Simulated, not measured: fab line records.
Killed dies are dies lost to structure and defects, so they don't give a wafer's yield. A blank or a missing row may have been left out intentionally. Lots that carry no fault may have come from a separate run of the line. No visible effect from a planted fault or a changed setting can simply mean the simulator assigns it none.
Split-lot study ; flow n5Finfet ; on a route of 1938 steps: 7 lots, 21 wafers read

== ABOUT THE SPLIT ==
At N5_MOL_CONTACT_COAG_ALD_27 (deposits SiOC, target thk 17 nm, pulse time 1.5 s, time 2720 s), the setting timeS was moved away from the recipe's 2720 s on 5 of the 21 wafers read, by -20.7% to +17.6%. All remaining wafers had this setting at the recipe value.

The reading is taken at the split's own step.

== THE READING ==
SiOC_of_MOL_CONTACT_COAG_ALD_27.thkNm (the simulator's own value, which no gauge read), in nm, at N5_MOL_CONTACT_COAG_ALD_27 (deposits SiOC, target thk 17 nm, pulse time 1.5 s, time 2720 s). There is no usual value for it anywhere in the file. Average 17.0 nm, standard deviation 0.071 nm, over the 16 wafers here run with the recipe.

wafer;tool, chamber at the split;timeS as run, s;against the recipe;SiOC_of_MOL_CONTACT_COAG_ALD_27.thkNm, nm;against lot-mates on the recipe
L074.1;aldSin-02, 3,0;2720;recipe;17;-
L074.5;aldSin-02, 3,0;2720;recipe;17;-
L074.3;aldSin-02, 0;2720;recipe;16.8;-
L077.3;aldSin-02, 0,1,3;2720;recipe;17;-
L077.4;aldSin-02, 0,1,3;2720;recipe;17;-
L077.5;aldSin-02, 0,1,3;2720;recipe;17;-
L081.3;aldSin-01, 0,2;2720;recipe;17;-
L081.5;aldSin-01, 0,2;2720;recipe;17;-
L081.6;aldSin-01, 3;2158;-20.7%;13.4;-3.6
L085.3;aldSin-02, 1,2,3;2720;recipe;17;-
L085.4;aldSin-02, 1,2,3;2720;recipe;17;-
L085.5;aldSin-02, 1,2,3;2720;recipe;17;-
L089.1;aldSin-02, 2,0,1;3200;+17.6%;17;no lot-mate on the recipe
L089.3;aldSin-02, 2,0,1;3200;+17.6%;17;no lot-mate on the recipe
L089.5;aldSin-02, 2,0,1;3200;+17.6%;17;no lot-mate on the recipe
L093.2;aldSin-02, 2,3,0;2720;recipe;17;-
L093.5;aldSin-02, 2,3,0;2720;recipe;17;-
L093.6;aldSin-02, 2,3,0;2720;recipe;17;-
L096.1;aldSin-03, 2;2385;-12.3%;14.8;-2.3
L096.2;aldSin-03, 0;2720;recipe;17.2;-
L096.5;aldSin-03, 2;2720;recipe;17;-
When a row names more than one chamber, that row covers several wafers, and the file does not tell which wafer ran in which chamber.

FIT RESULTS
A straight line over all 21 wafers: SiOC_of_MOL_CONTACT_COAG_ALD_27.thkNm changes by +0.0716 nm for each +1% of timeS; r = +0.69; the points scatter about the line by 0.67 nm.
The same after taking each lot's own level away (the mean of its wafers on the recipe; 18 wafers): +0.177 nm for each +1%; r = +1.00; scatter 0.063 nm.
Per that fit: largest timeS move, reading shift of 3.7 nm.
Measured against the standard deviation above, the lots' own levels, which go from 16.93 to 17.10 nm, span 2.4 times it.
So the lot-to-lot level blurs the effect unless lot-mates are compared.
Check: for one of the wafers moved furthest among these (-20.7%), held out of the fit, the line's prediction against its lot-mates is -3.86 nm. It came out at -3.6 nm against them.

== FURTHER SPLITS ON THESE WAFERS ==
Before the reading, these wafers also passed through other splits. Each is held against what the fit with the lots' levels taken away leaves over:
other split on the same wafers;wafers away from the commonest value;r with SiOC_of_MOL_CONTACT_COAG_ALD_27.thkNm (lot level and that fit taken away)
N5_SDB_COAT_05 spinRpm;4;-0.13
N5_HKMG_FIN_COAT_29 spinRpm;10;-0.18
N5_HKMG_FIN_ETCH_31 biasW;8;+0.27
N5_GATE_CUT_DESCUM_18 timeS;5;-0.13

== FILE'S OWN FIT ==
SiOC_of_MOL_CONTACT_COAG_ALD_27.thkNm changes by +0.178 nm for each +1% of timeS, r = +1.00.
